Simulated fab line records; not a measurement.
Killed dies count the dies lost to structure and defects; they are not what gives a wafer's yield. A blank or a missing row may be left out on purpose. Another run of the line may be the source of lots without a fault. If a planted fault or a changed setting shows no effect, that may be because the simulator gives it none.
Code-filled problem report in 8D (eight disciplines) form ; flow nandHarc ; the parts of the form that need people (team, actions taken, sign-off) are left out

== 1. WHAT IS WRONG ==
Wafers without a fault read 188.43 W, standard deviation 0.13; heaterPowerTotalW at NHARC_A_CONTACT_SOFTBAKE_03 reads a mean of 190.83 W on 6 wafers belonging to 2 lots. That is +18 standard deviations from the usual mean.
The step: time 55 s.
Seen first at day 24 20:00 on lithoTrack-06, wafer L142.1. At this step, 39 wafers from 13 lots have a number in the record. Rule for "out", or "out of limits": more than 4 standard deviations from the usual mean. The other wafers with a number count as sound.

== 2. WHAT IT IS; WHAT IT IS NOT ==
question;is;is not
which readings at this step;heaterPowerTotalW;chillPlateTempC, resistLineTempC
which lots;L141, L142;L135, L147, L148, L149, L150, L152, L153, L154, L156, L157, L158
which wafers of those lots;all that have a number;-
read on which tools;lithoTrack-06;lithoTrack-01, lithoTrack-04
when;from day 24 20:00;"up to then (3 sound wafers); but 30 sound wafers of L147, L148, L149, L150, L152, L153, L154, L156, L157, L158 came after"

== 3. SUSPECTS, AND WHAT RULES EACH OUT ==
Counting: any tool at a process step up to the reading is kept as a suspect provided that every lot that is out went through it and no sound lot did after the first of them.
- lithoTrack-06 at NHARC_A_CONTACT_SOFTBAKE_03 (time 55 s): ruled out as a lasting fault. After its first lot that is out, L142 (day 24 20:00), sound lots L150, L153, L152, L154 ran on it.
Left after counting: nothing in the record.

== 4. THE CAUSE (what the simulator had put in) ==
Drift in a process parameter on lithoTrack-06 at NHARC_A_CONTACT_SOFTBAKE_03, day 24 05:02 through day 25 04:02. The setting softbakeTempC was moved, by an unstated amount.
Counting ruled it out, wrongly.

== 5. SEQUENCE OF EFFECTS, ordered by route ==
Each row: a reading whose mean over the struck wafers that have a number lies more than 3 standard deviations from the usual. Scope: only readings with a usual standard deviation given in the record; hours: median across lots of the time from each lot's start at the first step in this table that gives one to its start at this step; sigmas: change in usual standard deviations.
hours;step;reading;usual;on struck wafers;change;sigmas
0;NHARC_A_CONTACT_SOFTBAKE_03;heaterPowerTotalW;188.43 W;190.83;+2.40;+18
It contains these process steps:
- NHARC_A_CONTACT_SOFTBAKE_03: time 55 s.

== 6. WHAT WOULD HAVE CAUGHT IT SOONER ==
15 hours passed between the start of the fault at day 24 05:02 and the first reading out of limits in this record, taken at day 24 20:00.
